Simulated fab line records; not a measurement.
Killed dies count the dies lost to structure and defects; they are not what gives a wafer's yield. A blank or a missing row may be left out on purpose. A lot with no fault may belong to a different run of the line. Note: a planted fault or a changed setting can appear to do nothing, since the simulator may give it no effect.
The tool behind it: which one? | flow nand-harc | 13 lots, 39 wafers sampled, at 5 steps of a route of 1159

## WHAT EACH GAUGE READ, for each wafer
NHARC_A_BONDPAD_CD_MEAS_13.
lot  | measured     | on        | cd-nm (nm)
L631 | day 18 01:01 | cd-sem-02 | 502.2 502.0 502.0
L630 | day 18 10:22 | cd-sem-02 | 498.8 497.5 499.1
L632 | day 18 04:01 | cd-sem-01 | 502.7 500.6 501.3
L633 | day 18 05:31 | cd-sem-01 | 498.9 498.6 501.3
L635 | day 18 20:04 | cd-sem-02 | 499.9 500.3 499.2
L643 | day 20 19:31 | cd-sem-01 | 497.0 498.7 499.2
L644 | day 21 04:57 | cd-sem-03 | 498.2 499.3 499.1
L647 | day 22 03:40 | cd-sem-02 | 497.1 497.2 498.4
L648 | day 22 15:59 | cd-sem-03 | 501.3 500.1 498.1
L651 | day 23 03:25 | cd-sem-01 | 502.3 499.7 501.3
L652 | day 22 19:11 | cd-sem-03 | 500.0 499.6 500.9
L650 | day 23 03:10 | cd-sem-03 | 502.0 500.1 501.2
L653 | day 23 15:44 | cd-sem-03 | 499.8 500.9 499.9

NHARC_END_SORT_01.
lot  | measured     | on        | killed-at-array | killed-at-other | killed-at-periphery | killed-dies | killed-open | killed-short
L635 | day 20 12:20 | prober-01 | 12 94 17        | 0 1 0           | 5 3 7               | 17 98 24    | 6 2 6       | 2 2 4

## TOOL THAT RAN EACH LOT (tool first, then ch and the chambers of the sampled wafers, then the start)
lot  | NHARC_A_CHANNEL_FILL_D1_STRIP_28   | NHARC_A_BONDPAD_STRIP_15           | NHARC_THIN_TSV_CMP_01
L631 | rie-diel-08 ch 0,3, day 9 19:57    | rie-diel-08 ch 1,2, day 18 01:05   | cmp-03 ch 0,2,3, day 18 15:31
L630 | rie-diel-13 ch 0,1, day 10 01:31   | rie-diel-01 ch 0,2,3, day 18 10:26 | cmp-02 ch 0,3, day 19 01:25
L632 | rie-diel-08 ch 0,1, day 10 07:52   | rie-diel-08 ch 0,3, day 18 04:05   | cmp-01 ch 0,3, day 18 19:56
L633 | rie-diel-13 ch 1,2, day 10 07:53   | rie-diel-02 ch 0,1,2, day 18 05:36 | cmp-03 ch 1,2, day 18 21:07
L635 | rie-diel-13 ch 0,2,3, day 10 14:43 | rie-diel-08 ch 1,3, day 18 20:09   | cmp-02 ch 1,3, day 19 07:30
L643 | rie-diel-08 ch 0,2,3, day 12 22:26 | rie-diel-02 ch 0,1,3, day 20 19:35 | cmp-01 ch 0,1,2, day 21 09:53
L644 | rie-diel-08 ch 1,2,3, day 13 08:46 | rie-diel-02 ch 1,2,3, day 21 05:02 | cmp-03 ch 0,1,2, day 22 02:41
L647 | rie-diel-13 ch 0,2,3, day 13 13:13 | rie-diel-08 ch 1,2,3, day 22 03:44 | cmp-03 ch 1,2,3, day 23 01:32
L648 | rie-diel-08 ch 1,2, day 14 04:32   | rie-diel-01 ch 0,1,2, day 22 16:05 | cmp-03 ch 0,1,2, day 23 05:22
L651 | rie-diel-13 ch 1,2,3, day 14 19:21 | rie-diel-08 ch 0,2,3, day 23 03:30 | cmp-02 ch 1,2,3, day 23 16:44
L652 | rie-diel-01 ch 0,1,2, day 14 19:21 | rie-diel-08 ch 0,1,3, day 22 19:16 | cmp-02 ch 0,1,2, day 23 06:35
L650 | rie-diel-08 ch 0,1,3, day 14 19:25 | rie-diel-01 ch 2,3, day 23 03:14   | cmp-02 ch 0,1,3, day 23 17:55
L653 | rie-diel-13 ch 0,1,3, day 15 10:20 | rie-diel-02 ch 0,1,2, day 23 15:50 | cmp-01 ch 1,3, day 24 08:07
- NHARC_A_CHANNEL_FILL_D1_STRIP_28: strips in O2, time 20 s.
- NHARC_A_BONDPAD_STRIP_15: strips in O2.
- NHARC_THIN_TSV_CMP_01: polishes.

## AS READ BY THE TOOLS THEMSELVES (means over the sampled wafers that have a number; for cases with no such wafer, the mark the record gives instead)
NHARC_A_CHANNEL_FILL_D1_STRIP_28.
lot  | tool        | drypump-motor-current-A (A) | oes-product-au (a.u.) | rf-vpp-V (V) | showerhead-plenum-p-Torr (Torr) | throttle-valve-pct (%)
L631 | rie-diel-08 | 6.0                         | 0.997                 | 58.1         | 3.66                            | 17.038
L630 | rie-diel-13 | 4.9                         | 0.992                 | 57.9         | 3.39                            | 17.027
L632 | rie-diel-08 | 6.3                         | 0.998                 | 57.5         | 3.46                            | 17.029
L633 | rie-diel-13 | 5.1                         | 0.997                 | 57.5         | 3.35                            | 17.042
L635 | rie-diel-13 | 5.1                         | 0.996                 | 58.0         | 3.47                            | 17.042
L643 | rie-diel-08 | 6.1                         | 0.997                 | 57.6         | 3.65                            | 17.042
L644 | rie-diel-08 | 5.9                         | 1.000                 | 57.5         | 3.58                            | 17.033
L647 | rie-diel-13 | 5.2                         | 0.996                 | 58.0         | 3.47                            | 17.046
L648 | rie-diel-08 | 6.1                         | 0.988                 | 57.9         | 3.57                            | 17.051
L651 | rie-diel-13 | 5.3                         | 1.002                 | 57.7         | 3.43                            | 17.027
L652 | rie-diel-01 | 5.9                         | 0.998                 | 58.1         | 3.66                            | 17.033
L650 | rie-diel-08 | 6.0                         | 1.011                 | 57.6         | 3.52                            | 17.033
L653 | rie-diel-13 | 5.2                         | 0.993                 | 57.7         | 3.47                            | 17.048

NHARC_A_BONDPAD_STRIP_15.
lot  | tool        | drypump-motor-current-A (A) | oes-product-au (a.u.) | rf-vpp-V (V) | showerhead-plenum-p-Torr (Torr) | throttle-valve-pct (%)
L631 | rie-diel-08 | 6.1                         | 1.001                 | 58.3         | 3.57                            | 17.040
L630 | rie-diel-01 | 5.9                         | 1.000                 | 57.7         | 3.51                            | 17.041
L632 | rie-diel-08 | 6.0                         | 1.006                 | 58.8         | 3.66                            | 17.031
L633 | rie-diel-02 | 5.5                         | 0.999                 | 58.0         | 3.49                            | 17.031
L635 | rie-diel-08 | 5.8                         | 0.992                 | 57.2         | 3.45                            | 17.041
L643 | rie-diel-02 | 5.8                         | 1.007                 | 57.3         | 3.43                            | 17.035
L644 | rie-diel-02 | 5.6                         | 1.006                 | 56.8         | 3.55                            | 17.036
L647 | rie-diel-08 | 5.9                         | 0.998                 | 57.6         | 3.58                            | 17.039
L648 | rie-diel-01 | 5.9                         | 1.000                 | 58.2         | 3.64                            | 17.034
L651 | rie-diel-08 | 6.1                         | 1.001                 | 58.0         | 3.65                            | 17.030
L652 | rie-diel-08 | 6.0                         | 0.992                 | 58.1         | 3.52                            | 17.034
L650 | rie-diel-01 | 5.7                         | 1.002                 | 58.8         | 3.75                            | 17.039
L653 | rie-diel-02 | 5.5                         | 1.004                 | 57.8         | 3.47                            | 17.041

NHARC_THIN_TSV_CMP_01.
lot  | tool   | motor-current-A (A)
L631 | cmp-03 | 11.3
L630 | cmp-02 | 13.7
L632 | cmp-01 | 12.1
L633 | cmp-03 | 13.6
L635 | cmp-02 | 13.7
L643 | cmp-01 | 12.2
L644 | cmp-03 | 12.6
L647 | cmp-03 | 13.2
L648 | cmp-03 | 12.0
L651 | cmp-02 | 12.4
L652 | cmp-02 | 11.9
L650 | cmp-02 | 13.0
L653 | cmp-01 | 11.8

## THE ANSWER, worked out from the rows above alone
Rule: the lots themselves supply what counts as usual. Put in order of their means at a reading, lots are off if they are a third of the lots or fewer, leave a main group of 4 or more, and stand apart from it by a gap of 3 or more times the standard deviation of the main group's means; of several such gaps the widest counts. Not used: any main group whose means are identical at the precision the tables above print for the reading. Also off: a lot with no number at a reading for which 4 or more lots have one. Any other lot the step has rows for is counted as sound. The gauges are gone through in route order, then the tools' own readings, and for those a lot's mean is taken as printed above. At the first step where some lot is off, the reading lying furthest off is the one used; lots without a number count as furthest.
No lot is off on any of the readings shown, so nothing can be concluded from this.

## WHAT THE SIMULATOR PUT IN
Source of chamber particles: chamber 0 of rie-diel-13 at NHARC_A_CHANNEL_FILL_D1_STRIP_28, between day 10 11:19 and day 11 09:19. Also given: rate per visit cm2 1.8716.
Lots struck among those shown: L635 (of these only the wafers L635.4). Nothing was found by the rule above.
